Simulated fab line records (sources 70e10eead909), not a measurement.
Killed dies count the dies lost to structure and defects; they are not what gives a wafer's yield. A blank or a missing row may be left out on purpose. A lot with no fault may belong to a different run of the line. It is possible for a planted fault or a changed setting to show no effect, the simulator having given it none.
Which tool is to blame? :: flow nand_harc :: 45 wafers from 15 lots sampled at 4 of the route's 1159 steps

## WHAT THE GAUGES READ, wafer by wafer
NHARC_P_GATE_OVL_MEAS_27.
lot: L405
measured: day 5 06:58
on: overlay-01
overlay_x_nm (nm): 0.5 0.2 0.6
overlay_y_nm (nm): 0.9 0.9 1.1

lot: L406
measured: day 5 07:19
on: overlay-01
overlay_x_nm (nm): -0.6 -1.0 -0.2
overlay_y_nm (nm): -1.8 -1.0 -1.9

lot: L408
measured: day 5 22:47
on: overlay-01
overlay_x_nm (nm): -0.7 -0.6 -0.4
overlay_y_nm (nm): 0.5 0.0 0.9

lot: L409
measured: day 5 22:00
on: overlay-01
overlay_x_nm (nm): -0.9 -0.8 -0.3
overlay_y_nm (nm): 0.4 0.4 0.3

lot: L411
measured: day 6 11:55
on: overlay-02
overlay_x_nm (nm): 1.0 1.6 1.5
overlay_y_nm (nm): 0.4 0.3 0.4

lot: L412
measured: day 6 18:37
on: overlay-01
overlay_x_nm (nm): 0.0 0.1 -0.2
overlay_y_nm (nm): -0.2 -0.2 -0.6

lot: L413
measured: day 6 18:20
on: overlay-02
overlay_x_nm (nm): -0.3 -0.2 -0.5
overlay_y_nm (nm): -0.7 -0.2 -0.3

lot: L414
measured: day 7 12:01
on: overlay-01
overlay_x_nm (nm): -0.1 0.3 -0.8
overlay_y_nm (nm): 0.1 0.1 -0.4

lot: L415
measured: day 7 11:58
on: overlay-02
overlay_x_nm (nm): 0.0 0.4 -0.4
overlay_y_nm (nm): -1.0 -1.4 -1.1

lot: L416
measured: day 8 00:25
on: overlay-01
overlay_x_nm (nm): 1.5 0.8 1.1
overlay_y_nm (nm): -1.0 -1.6 -1.6

lot: L420
measured: day 8 14:47
on: overlay-01
overlay_x_nm (nm): 0.4 0.6 0.5
overlay_y_nm (nm): 0.9 1.9 1.9

lot: L421
measured: day 9 01:51
on: overlay-01
overlay_x_nm (nm): 1.3 1.0 1.3
overlay_y_nm (nm): -0.8 -1.4 -1.6

## TOOL THAT RAN EACH LOT (tool first, then ch and the chambers of the sampled wafers, then the start)
lot: L405
NHARC_P_ZERO_WELL_RTA_42: rtp_anneal-01 ch 0, day 2 01:10
NHARC_P_STI_ETCH_42: rie_diel-12 ch 2,3, day 2 21:43
NHARC_P_GATE_DEP_103: pecvd-04 ch 0,1,2, day 5 06:17

lot: L406
NHARC_P_ZERO_WELL_RTA_42: rtp_anneal-02 ch 0, day 2 06:48
NHARC_P_STI_ETCH_42: rie_diel-04 ch 0,1,3, day 2 21:34
NHARC_P_GATE_DEP_103: pecvd-04 ch 0,1,2, day 5 06:40

lot: L408
NHARC_P_ZERO_WELL_RTA_42: rtp_anneal-01 ch 0, day 2 18:58
NHARC_P_STI_ETCH_42: rie_diel-12 ch 0,1,2, day 3 12:53
NHARC_P_GATE_DEP_103: pecvd-04 ch 0,1,2, day 5 22:10

lot: L409
NHARC_P_ZERO_WELL_RTA_42: rtp_anneal-02 ch 0, day 3 01:16
NHARC_P_STI_ETCH_42: rie_diel-04 ch 1,2, day 3 17:28
NHARC_P_GATE_DEP_103: pecvd-01 ch 0,1,2, day 5 21:16

lot: L411
NHARC_P_ZERO_WELL_RTA_42: rtp_anneal-01 ch 0, day 3 12:56
NHARC_P_STI_ETCH_42: rie_diel-04 ch 2,3, day 4 06:52
NHARC_P_GATE_DEP_103: pecvd-04 ch 0,2, day 6 11:16

lot: L412
NHARC_P_ZERO_WELL_RTA_42: rtp_anneal-01 ch 0, day 3 19:04
NHARC_P_STI_ETCH_42: rie_diel-06 ch 0,2, day 4 13:50
NHARC_P_GATE_DEP_103: pecvd-01 ch 0,1,2, day 6 17:52

lot: L413
NHARC_P_ZERO_WELL_RTA_42: rtp_anneal-01 ch 0, day 4 01:06
NHARC_P_STI_ETCH_42: rie_diel-12 ch 2,3, day 4 14:01
NHARC_P_GATE_DEP_103: pecvd-04 ch 1,2, day 6 17:46

lot: L414
NHARC_P_ZERO_WELL_RTA_42: rtp_anneal-01 ch 0, day 4 07:11
NHARC_P_STI_ETCH_42: rie_diel-06 ch 0,3, day 5 03:59
NHARC_P_GATE_DEP_103: pecvd-01 ch 0,1, day 7 11:18

lot: L415
NHARC_P_ZERO_WELL_RTA_42: rtp_anneal-02 ch 0, day 4 12:51
NHARC_P_STI_ETCH_42: rie_diel-12 ch 0,3, day 5 04:10
NHARC_P_GATE_DEP_103: pecvd-04 ch 0,1, day 7 11:14

lot: L416
NHARC_P_ZERO_WELL_RTA_42: rtp_anneal-01 ch 0, day 4 18:49
NHARC_P_STI_ETCH_42: rie_diel-04 ch 0,2,3, day 5 12:01
NHARC_P_GATE_DEP_103: pecvd-04 ch 0,1,2, day 7 23:38

lot: L420
NHARC_P_ZERO_WELL_RTA_42: rtp_anneal-01 ch 0, day 5 18:49
NHARC_P_STI_ETCH_42: rie_diel-06 ch 0,2, day 6 08:43
NHARC_P_GATE_DEP_103: pecvd-04 ch 1,2, day 8 14:04

lot: L421
NHARC_P_ZERO_WELL_RTA_42: rtp_anneal-01 ch 0, day 6 01:10
NHARC_P_STI_ETCH_42: rie_diel-04 ch 0,2,3, day 6 20:27
NHARC_P_GATE_DEP_103: pecvd-01 ch 0,1, day 9 01:04

lot: L424
NHARC_P_ZERO_WELL_RTA_42: rtp_anneal-01, day 6 19:10
NHARC_P_STI_ETCH_42: -
NHARC_P_GATE_DEP_103: -

lot: L425
NHARC_P_ZERO_WELL_RTA_42: rtp_anneal-02, day 7 00:54
NHARC_P_STI_ETCH_42: -
NHARC_P_GATE_DEP_103: -

lot: L426
NHARC_P_ZERO_WELL_RTA_42: rtp_anneal-01, day 7 07:03
NHARC_P_STI_ETCH_42: -
NHARC_P_GATE_DEP_103: -
- NHARC_P_ZERO_WELL_RTA_42: time 300 s.
- NHARC_P_STI_ETCH_42: etches the open film in N2/H2, target depth 80 nm, overetch 24 nm, time 61 s.
- NHARC_P_GATE_DEP_103: deposits SiON, target thk 30 nm.

## AS READ BY THE TOOLS THEMSELVES (means over the sampled wafers that have a number; for cases with no such wafer, the mark the record gives instead)
NHARC_P_ZERO_WELL_RTA_42.
lot: L405
tool: rtp_anneal-01
anneal_temp_c_max: 1103.9
lamp_power_pct (%): 34.42
wafer_temp_C_max: 1105.3

lot: L406
tool: rtp_anneal-02
anneal_temp_c_max: 1104.8
lamp_power_pct (%): 34.82
wafer_temp_C_max: 1106.2

lot: L408
tool: rtp_anneal-01
anneal_temp_c_max: 1104.9
lamp_power_pct (%): 34.38
wafer_temp_C_max: 1104.4

lot: L409
tool: rtp_anneal-02
anneal_temp_c_max: 1104.4
lamp_power_pct (%): 34.88
wafer_temp_C_max: 1107.6

lot: L411
tool: rtp_anneal-01
anneal_temp_c_max: 1105.0
lamp_power_pct (%): 34.32
wafer_temp_C_max: 1104.2

lot: L412
tool: rtp_anneal-01
anneal_temp_c_max: 1104.9
lamp_power_pct (%): 34.33
wafer_temp_C_max: 1103.3

lot: L413
tool: rtp_anneal-01
anneal_temp_c_max: 1105.2
lamp_power_pct (%): 34.40
wafer_temp_C_max: 1104.3

lot: L414
tool: rtp_anneal-01
anneal_temp_c_max: 1104.2
lamp_power_pct (%): 34.40
wafer_temp_C_max: 1103.8

lot: L415
tool: rtp_anneal-02
anneal_temp_c_max: 1104.1
lamp_power_pct (%): 34.92
wafer_temp_C_max: 1108.1

lot: L416
tool: rtp_anneal-01
anneal_temp_c_max: 1104.3
lamp_power_pct (%): 34.39
wafer_temp_C_max: 1103.3

lot: L420
tool: rtp_anneal-01
anneal_temp_c_max: 1104.2
lamp_power_pct (%): 34.40
wafer_temp_C_max: 1103.5

lot: L421
tool: rtp_anneal-01
anneal_temp_c_max: 1103.7
lamp_power_pct (%): 34.40
wafer_temp_C_max: 1103.0

lot: L424
tool: rtp_anneal-01
anneal_temp_c_max: -
lamp_power_pct (%): -
wafer_temp_C_max: -

lot: L425
tool: rtp_anneal-02
anneal_temp_c_max: -
lamp_power_pct (%): -
wafer_temp_C_max: -

lot: L426
tool: rtp_anneal-01
anneal_temp_c_max: -
lamp_power_pct (%): -
wafer_temp_C_max: -

NHARC_P_STI_ETCH_42.
lot: L405
tool: rie_diel-12
chamber_pressure_mTorr (mTorr): 30.008
drypump_motor_current_A (A): 5.8
n2_flow_sccm (sccm): 150.1
oes_product_au (a.u.): 1.003
rf_vpp_V (V): 430.9
showerhead_plenum_p_Torr (Torr): 2.04
throttle_valve_pct (%): 14.174

lot: L406
tool: rie_diel-04
chamber_pressure_mTorr (mTorr): 29.989
drypump_motor_current_A (A): 5.6
n2_flow_sccm (sccm): 150.2
oes_product_au (a.u.): 0.989
rf_vpp_V (V): 430.4
showerhead_plenum_p_Torr (Torr): 2.01
throttle_valve_pct (%): 14.174

lot: L408
tool: rie_diel-12
chamber_pressure_mTorr (mTorr): 30.003
drypump_motor_current_A (A): 6.1
n2_flow_sccm (sccm): 150.1
oes_product_au (a.u.): 0.997
rf_vpp_V (V): 431.9
showerhead_plenum_p_Torr (Torr): 2.09
throttle_valve_pct (%): 14.173

lot: L409
tool: rie_diel-04
chamber_pressure_mTorr (mTorr): 29.983
drypump_motor_current_A (A): 5.7
n2_flow_sccm (sccm): 149.9
oes_product_au (a.u.): 0.993
rf_vpp_V (V): 429.4
showerhead_plenum_p_Torr (Torr): 1.97
throttle_valve_pct (%): 14.170

lot: L411
tool: rie_diel-04
chamber_pressure_mTorr (mTorr): 30.016
drypump_motor_current_A (A): 6.3
n2_flow_sccm (sccm): 149.8
oes_product_au (a.u.): 1.002
rf_vpp_V (V): 427.4
showerhead_plenum_p_Torr (Torr): 1.93
throttle_valve_pct (%): 14.165

lot: L412
tool: rie_diel-06
chamber_pressure_mTorr (mTorr): 29.991
drypump_motor_current_A (A): 5.9
n2_flow_sccm (sccm): 149.9
oes_product_au (a.u.): 0.997
rf_vpp_V (V): 432.0
showerhead_plenum_p_Torr (Torr): 2.11
throttle_valve_pct (%): 14.166

lot: L413
tool: rie_diel-12
chamber_pressure_mTorr (mTorr): 29.994
drypump_motor_current_A (A): 6.1
n2_flow_sccm (sccm): 150.5
oes_product_au (a.u.): 0.997
rf_vpp_V (V): 430.7
showerhead_plenum_p_Torr (Torr): 2.04
throttle_valve_pct (%): 14.178

lot: L414
tool: rie_diel-06
chamber_pressure_mTorr (mTorr): 30.017
drypump_motor_current_A (A): 6.3
n2_flow_sccm (sccm): 149.9
oes_product_au (a.u.): 1.008
rf_vpp_V (V): 434.2
showerhead_plenum_p_Torr (Torr): 2.18
throttle_valve_pct (%): 14.174

lot: L415
tool: rie_diel-12
chamber_pressure_mTorr (mTorr): 29.975
drypump_motor_current_A (A): 6.1
n2_flow_sccm (sccm): 149.6
oes_product_au (a.u.): 1.000
rf_vpp_V (V): 432.5
showerhead_plenum_p_Torr (Torr): 2.13
throttle_valve_pct (%): 14.179

lot: L416
tool: rie_diel-04
chamber_pressure_mTorr (mTorr): 29.992
drypump_motor_current_A (A): 5.9
n2_flow_sccm (sccm): 149.2
oes_product_au (a.u.): 1.000
rf_vpp_V (V): 429.9
showerhead_plenum_p_Torr (Torr): 1.99
throttle_valve_pct (%): 14.167

lot: L420
tool: rie_diel-06
chamber_pressure_mTorr (mTorr): 30.023
drypump_motor_current_A (A): 6.2
n2_flow_sccm (sccm): 149.6
oes_product_au (a.u.): 1.003
rf_vpp_V (V): 433.8
showerhead_plenum_p_Torr (Torr): 2.15
throttle_valve_pct (%): 14.167

lot: L421
tool: rie_diel-04
chamber_pressure_mTorr (mTorr): 29.993
drypump_motor_current_A (A): 5.9
n2_flow_sccm (sccm): 149.9
oes_product_au (a.u.): 0.995
rf_vpp_V (V): 428.8
showerhead_plenum_p_Torr (Torr): 1.99
throttle_valve_pct (%): 14.181

NHARC_P_GATE_DEP_103.
lot: L405
tool: pecvd-04
heater_power_w (W): 785

lot: L406
tool: pecvd-04
heater_power_w (W): 800

lot: L408
tool: pecvd-04
heater_power_w (W): 788

lot: L409
tool: pecvd-01
heater_power_w (W): 733

lot: L411
tool: pecvd-04
heater_power_w (W): 861

lot: L412
tool: pecvd-01
heater_power_w (W): 790

lot: L413
tool: pecvd-04
heater_power_w (W): 822

lot: L414
tool: pecvd-01
heater_power_w (W): 744

lot: L415
tool: pecvd-04
heater_power_w (W): 704

lot: L416
tool: pecvd-04
heater_power_w (W): 848

lot: L420
tool: pecvd-04
heater_power_w (W): 753

lot: L421
tool: pecvd-01
heater_power_w (W): 762

## THE ANSWER, worked out from the rows above alone
Rule: the lots themselves supply what counts as usual. Put in order of their means at a reading, lots are off if they are a third of the lots or fewer, leave a main group of 4 or more, and stand apart from it by a gap of 3 or more times the standard deviation of the main group's means; of several such gaps the widest counts. If all means in a main group match to the digits the tables above print for the reading, that group is not used. Also off: a lot with no number at a reading for which 4 or more lots have one. Any other lot the step has rows for is counted as sound. First the gauges in route order, then the tools' own readings, where a lot's mean is used as printed above. At the first step where some lot is off, the reading lying furthest off is the one used; lots without a number count as furthest.
Off, at NHARC_P_ZERO_WELL_RTA_42 on anneal_temp_c_max: L424, L425, L426. Without a number there: L424, L425, L426. Mean 1104.5 and standard deviation 0.46 in the main group.
A tool fits if, at that step or a process step before it, it ran every lot that is off, and no sound lot after the first of them. None of those tried fits.

## WHAT HAD BEEN PUT IN BY THE SIMULATOR
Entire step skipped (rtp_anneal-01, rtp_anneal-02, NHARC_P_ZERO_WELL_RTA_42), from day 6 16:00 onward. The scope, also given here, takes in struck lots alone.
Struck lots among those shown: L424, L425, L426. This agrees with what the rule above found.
